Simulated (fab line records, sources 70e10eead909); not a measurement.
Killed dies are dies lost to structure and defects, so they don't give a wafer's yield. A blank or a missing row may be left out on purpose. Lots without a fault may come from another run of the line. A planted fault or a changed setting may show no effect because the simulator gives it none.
Chamber matching | flow nand_harc | NHARC_A_BLC_ALD_23 on ald_metal-04: 4 sister chambers
The step deposits TiN, target thk 3 nm, pulse time 1 s, ald cycles 150. 14 wafers are shown with their chamber, then 7 later ones without.

WAFERS WITH THEIR CHAMBER
wafer  | chamber | heater_power_w (W) | precursor_pulse_height_rel
L083.1 | 0       | 886                | 1.000
L083.2 | 2       | 986                | 0.980
L083.6 | 1       | 960                | 1.006
L084.1 | 2       | 968                | 0.981
L084.3 | 0       | 884                | 1.018
L084.4 | 1       | 986                | 1.009
L089.2 | 1       | 1025               | 1.026
L089.4 | 0       | 907                | 0.954
L089.6 | 3       | 1047               | 1.000
L087.2 | 3       | 1043               | 0.973
L087.4 | 2       | 956                | 0.976
L087.5 | 1       | 1003               | 0.988
L090.3 | 2       | 966                | 1.029
L090.5 | 1       | 1002               | 1.029

SIGNATURES (means of the wafers above)
reading                    | chamber 0 | chamber 1 | chamber 2 | chamber 3 | scatter within a chamber
heater_power_w             | 892.33    | 995.20    | 969.00    | 1045.00   | 17.7
precursor_pulse_height_rel | 0.99067   | 1.01160   | 0.99150   | 0.98650   | 0.0235
Rule: a wafer's distance from a chamber is the root of the sum, over the readings, of the square of ((its reading less the chamber's mean) divided by the reading's scatter). The wafer belongs to the nearest chamber; if the next one is less than 2 further off, it can't be placed. The scatter: the root of (the sum of the squares of (reading less its chamber's mean) over the shown wafers, divided by (wafers less chambers)).

WAFERS WITHOUT THEIR CHAMBER
wafer  | heater_power_w (W) | precursor_pulse_height_rel
L090.6 | 884                | 0.992
L091.1 | 1050               | 0.987
L091.3 | 997                | 1.011
L091.4 | 902                | 1.001
L093.3 | 999                | 1.019
L093.4 | 894                | 1.042
L093.6 | 981                | 1.006

WHICH CHAMBER EACH WENT THROUGH
wafer  | from the rows above     | in truth
L090.6 | 0                       | 0
L091.1 | 3                       | 3
L091.3 | can't be placed: 1 or 2 | 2
L091.4 | 0                       | 0
L093.3 | can't be placed: 1 or 2 | 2
L093.4 | 0                       | 0
L093.6 | can't be placed: 1 or 2 | 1
Placed correctly: 4 of 7. Can't be placed from these rows: 3 (the true chamber is among the candidates in 3). Placed wrongly: 0.
